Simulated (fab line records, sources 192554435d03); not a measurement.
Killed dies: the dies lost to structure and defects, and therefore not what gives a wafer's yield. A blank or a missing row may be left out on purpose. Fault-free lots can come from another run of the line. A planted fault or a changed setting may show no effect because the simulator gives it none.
Struck lot and sound lot, side by side + flow n5 finfet + 15 steps out of a route of 1938
Sound: the wafers L365.1, L365.2, L365.6. Wafers L377.1, L377.3, L377.6 were the ones struck. The cause comes at the end.
Order at every step that has rows: each side's tool, ch and its chambers, its first start. Under that, the readings that differ: sound wafers + struck wafers + difference of the means + sigmas: that difference in standard deviations of wafers without a fault.
alike: readings with means less than 2 such deviations apart, plus words and numbers identical on both sides. not compared: withheld readings, readings lacking a value on some wafer, bounds such as >300 that could conceal the same value, and numbers that have no deviation in the record and whose values overlap.
Wherever a step has rows on one side only, a row that says differs or no value, or a row with sigmas, the two part there. Numbers that have no deviation but don't overlap get no sigmas and don't part them. A reading missing from all wafers of one side parts the sides only when that side holds two or more wafers.

N5_DUMMY_GATE_ETCH_42: etches SiO2 in CHF3/O2, target depth 3.5 nm, time 31 s.
  sound on rie diel-03 ch 0,1, day 4 12:11; struck on rie diel-02 ch 0,3, day 7 16:29
| reading      | sound          | struck         | difference | sigmas |
|--------------|----------------|----------------|------------|--------|
| rf vpp V (V) | 41.5 42.3 41.0 | 44.1 42.7 43.4 | +1.8       | +2     |
  alike: CHF3_flow_sccm, drypump motor current A, oes product au, showerhead plenum p Torr, throttle valve pct
  not compared: rf hours counter h
N5_DUMMY_GATE_STRIP_48: strips in N2/H2, time 20 s.
  sound on rie diel-03 ch 0,1, day 4 12:14; struck on rie diel-02 ch 0,3, day 7 16:32
  alike: drypump motor current A, oes product au, rf vpp V, showerhead plenum p Torr, throttle valve pct
  not compared: rf hours counter h
then, 5 steps without rows for these wafers: N5_DUMMY_GATE_PRECLEAN_33 (cleans in dHF, time 10 s); N5_DUMMY_GATE_PRECLEAN_25 (cleans in O3/DIW, time 45 s); N5_DUMMY_GATE_PRECLEAN_51 (cleans in SC2, time 45 s); N5_DUMMY_GATE_SRD_26 (time 30 s); N5_DUMMY_GATE_UV_OZONE_45 (time 120 s).
N5_DUMMY_GATE_INSPECT_27: inspects for defects (brightfield).
  sound on defect inspect-01, day 4 12:25; struck on defect inspect-02, day 7 16:43
  alike: raw defect count
N5_SPACER0_ALD_07: deposits SiNx, target thk 2 nm.
  sound on ald sin-02 ch 1,2,3, day 4 12:35; struck on ald sin-01 ch 0,1,3, day 7 16:52
  alike: heater power w
N5_SPACER0_ALD_00: deposits SiOCN, target thk 3.5 nm, pulse time 3 s, purge time 2 s.
  sound on ald sin-02 ch 1,2,3, day 4 12:44; struck on ald sin-01 ch 0,1,3, day 7 17:01
  alike: heater power w, precursor pulse height rel
N5_SPACER0_ALD_08: deposits SiNx, target thk 2 nm.
  sound on ald sin-02 ch 1,2,3, day 4 13:00; struck on ald sin-01 ch 0,1,3, day 7 17:16
  alike: heater power w
N5_SPACER0_INSPECT_04: inspects for defects (darkfield).
  sound on defect inspect-01, day 4 13:10; struck on defect inspect-01, day 7 17:26
  alike: raw defect count
N5_SD_EPI_N_COAT_32: time 60 s, resist thk 350 nm.
  sound on litho track-03 ch 0, day 4 13:11; struck on litho track-02 ch 0, day 7 17:28
| reading                                   | sound                | struck               | difference | sigmas |
|-------------------------------------------|----------------------|----------------------|------------|--------|
| spin speed rpm (rpm)                      | 1498.9 1500.0 1499.9 | 1430.3 1431.8 1431.5 | -68.4      | -62    |
| model.SOC_of_SD_EPI_N_COAT_32.thk nm (nm) | 351.2 352.2 351.6    | 357.6 358.2 358.4    | +6.4       |        |
then, 1 step without rows for these wafers: N5_SD_EPI_N_COAT_33 (time 60 s, resist thk 35 nm).
-- a jump in the record: the struck wafers' starts before and after are 5 days apart (it breaks off in module SD_EPI_N and resumes in module BEOL_M4, where the first step shown is number 1111 of the route) --
N5_BEOL_M4_RC_MEAS_101:
  sound on prober-01 ch 0, day 9 12:46; struck on prober-02 ch 0, day 12 19:27
| reading       | sound             | struck            | difference | sigmas |
|---------------|-------------------|-------------------|------------|--------|
| ION_N (uA/um) | 661 669 666       | 683 679 689       | +18        | +2     |
| VT_N (mV)     | 253.0 254.3 251.2 | 246.2 247.0 244.2 | -7.0       | -3     |
  alike: DIBL_N, DIBL_P, IOFF_N, IOFF_P, ION_P, SS_N, SS_P, VT_P

== WHERE THEY PART ==
Earliest at N5_DUMMY_GATE_ETCH_42; latest, in this record, at N5_BEOL_M4_RC_MEAS_101.

WHY: what the simulator had put in
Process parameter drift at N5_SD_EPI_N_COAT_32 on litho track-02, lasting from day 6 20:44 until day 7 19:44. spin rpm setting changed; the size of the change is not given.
